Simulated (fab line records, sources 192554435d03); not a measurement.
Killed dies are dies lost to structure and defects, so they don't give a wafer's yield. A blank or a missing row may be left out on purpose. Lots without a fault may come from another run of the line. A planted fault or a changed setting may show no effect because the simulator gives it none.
Split-lot experiment | flow n5_finfet | 7 lots, 39 wafers read, on a route of 1938 steps

THE SPLIT
At N5_MOL_CONTACT_COAG_VIA_ETCH_117 (etches SiO2 in C4F6/O2, target depth 40 nm, overetch 8 nm, time 26 s), the setting bias_w was moved away from the recipe's 455 W on 15 of the 39 wafers read, by -11.5% to +14.8%. The other wafers ran this setting at the recipe's value.

The reading is taken at the split's own step.

THE READING
rf_vpp_V, in V, at N5_MOL_CONTACT_COAG_VIA_ETCH_117 (etches SiO2 in C4F6/O2, target depth 40 nm, overetch 8 nm, time 26 s). Fault-free wafers of this fab line usually give 1578 V, standard deviation 22 V.

wafer  | tool, chamber at the split | bias_w as run, W | against the recipe | rf_vpp_V, V | against lot-mates on the recipe
L084.1 | rie_diel-02, 3             | 402.7            | -11.5%             | 1429        | -132
L084.2 | rie_diel-02, 2             | 455              | recipe             | 1569        | -
L084.3 | rie_diel-02, 1             | 402.7            | -11.5%             | 1386        | -175
L084.4 | rie_diel-02, 0             | 455              | recipe             | 1595        | -
L084.5 | rie_diel-02, 2             | 402.7            | -11.5%             | 1431        | -130
L084.6 | rie_diel-02, 1             | 455              | recipe             | 1519        | -
L085.2 | rie_diel-04, 2             | 455              | recipe             | 1581        | -
L085.4 | rie_diel-04, 1             | 455              | recipe             | 1594        | -
L085.5 | rie_diel-04, 0             | 455              | recipe             | 1587        | -
L088.1 | rie_diel-06, 3             | 455              | recipe             | 1581        | -
L088.2 | rie_diel-06, 0             | 455              | recipe             | 1567        | -
L088.3 | rie_diel-06, 2             | 455              | recipe             | 1567        | -
L088.4 | rie_diel-06, 0             | 455              | recipe             | 1567        | -
L088.5 | rie_diel-06, 3             | 455              | recipe             | 1582        | -
L088.6 | rie_diel-06, 2             | 455              | recipe             | 1567        | -
L090.1 | rie_diel-06, 2             | 522.4            | +14.8%             | 1737        | +161
L090.2 | rie_diel-06, 3             | 455              | recipe             | 1581        | -
L090.3 | rie_diel-06, 0             | 522.4            | +14.8%             | 1735        | +159
L090.4 | rie_diel-06, 3             | 455              | recipe             | 1580        | -
L090.5 | rie_diel-06, 0             | 455              | recipe             | 1568        | -
L090.6 | rie_diel-06, 2             | 522.4            | +14.8%             | 1738        | +162
L089.1 | rie_diel-06, 1             | 485.9            | +6.8%              | 1654        | +83
L089.2 | rie_diel-06, 2             | 455              | recipe             | 1567        | -
L089.3 | rie_diel-06, 3             | 455              | recipe             | 1579        | -
L089.4 | rie_diel-06, 2             | 455              | recipe             | 1567        | -
L089.5 | rie_diel-06, 3             | 485.9            | +6.8%              | 1660        | +89
L089.6 | rie_diel-06, 1             | 485.9            | +6.8%              | 1653        | +82
L092.1 | rie_diel-02, 2             | 503.7            | +10.7%             | 1691        | +122
L092.2 | rie_diel-02, 0             | 455              | recipe             | 1595        | -
L092.3 | rie_diel-02, 3             | 503.7            | +10.7%             | 1689        | +120
L092.4 | rie_diel-02, 1             | 455              | recipe             | 1519        | -
L092.5 | rie_diel-02, 1             | 503.7            | +10.7%             | 1635        | +66
L092.6 | rie_diel-02, 0             | 455              | recipe             | 1594        | -
L096.1 | rie_diel-06, 1             | 455              | recipe             | 1573        | -
L096.2 | rie_diel-06, 2             | 419.6            | -7.8%              | 1475        | -94
L096.3 | rie_diel-06, 0             | 419.6            | -7.8%              | 1474        | -95
L096.4 | rie_diel-06, 2             | 455              | recipe             | 1568        | -
L096.5 | rie_diel-06, 0             | 455              | recipe             | 1567        | -
L096.6 | rie_diel-06, 1             | 419.6            | -7.8%              | 1482        | -87

THE FIT
A straight line over all 39 wafers: rf_vpp_V changes by +11.6 V for each +1% of bias_w; r = +0.97; the points scatter about the line by 20 V.
The same after taking each lot's own level away (the mean of its wafers on the recipe; 39 wafers): +11.3 V for each +1%; r = +0.97; scatter 18 V.
On that fit, the largest move of bias_w shifts the reading by 1.7e+02 V.
The lots' own levels span 1561.0 to 1587.3 V, that is 1.2 times the standard deviation above.
So the lot-to-lot level changes the slope little: the two slopes agree.
Check: with one of the wafers moved furthest among these (+14.8%) left out of the fit, the line predicts +165 V for it against its lot-mates. It came out at +161 V against them.
Tool readings at the split's step, against how far the setting was moved: rf_vpp_V r = +0.97.

OTHER SPLITS ON THESE WAFERS
These wafers also went through other splits before the reading. Each is held against what the fit with the lots' levels taken away leaves over:
other split on the same wafers  | wafers away from the commonest value | r with rf_vpp_V (lot level and that fit taken away)
N5_DUMMY_GATE_ETCH_37 source_w  | 18                                   | +0.00
N5_SD_EPI_N_SD_RECESS_17 time_s | 15                                   | +0.03

THE FILE'S OWN FIT
rf_vpp_V changes by +11.2 V for each +1% of bias_w, r = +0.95.
